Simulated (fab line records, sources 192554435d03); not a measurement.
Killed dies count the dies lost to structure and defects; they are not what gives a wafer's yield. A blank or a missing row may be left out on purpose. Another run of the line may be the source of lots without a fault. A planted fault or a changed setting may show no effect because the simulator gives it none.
Chamber matching -- flow n5_finfet -- cmp-01 running N5_ILD0_CMP_12: 4 sister chambers
The step polishes SiNx, stops on poly-Si, t overpolish 6 s, target thk 17.67 nm. 8 wafers are shown with their chamber, then 8 later ones without.

## WAFERS WITH THEIR CHAMBER
wafer,chamber,motor_current_A (A),time_to_endpoint_s (s)
L087.4,2,9.0,31
L088.5,0,9.6,30
L091.2,3,9.3,27
L091.4,0,9.9,33
L092.2,2,9.3,32
L092.4,1,8.3,33
L092.6,3,8.7,25
L093.1,1,8.5,29

## WAFERS WITHOUT THEIR CHAMBER
wafer,motor_current_A (A),time_to_endpoint_s (s)
L093.5,10.0,30
L093.6,8.2,28
L096.1,10.2,31
L096.3,8.8,25
L096.5,8.8,26
L097.1,9.3,31
L097.4,9.8,31
L097.5,9.7,31

## CHAMBER TAKEN BY EACH
wafer,from the rows above,in truth
L093.5,0,0
L093.6,can't be placed: 1 or 3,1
L096.1,0,0
L096.3,3,3
L096.5,3,3
L097.1,can't be placed: 2 or 0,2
L097.4,0,0
L097.5,can't be placed: 0 or 2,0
Placed correctly: 5 of 8. Not placeable from these rows: 3 (in 3, the candidates include the true chamber). Number placed wrongly: 0.
How it was worked out, from the rows above alone: a wafer's distance from a chamber is the root of the sum, over the readings, of the square of ((its reading less the chamber's mean) divided by the reading's scatter). If the next closest chamber is less than 2 further off than the closest, the wafer can't be placed; otherwise it belongs to the closest. A chamber's mean is the mean of its shown wafers. How the scatter is found: for the shown wafers, subtract from each reading the mean of its chamber, square and add these, divide the total by (wafers less chambers), then take the root.
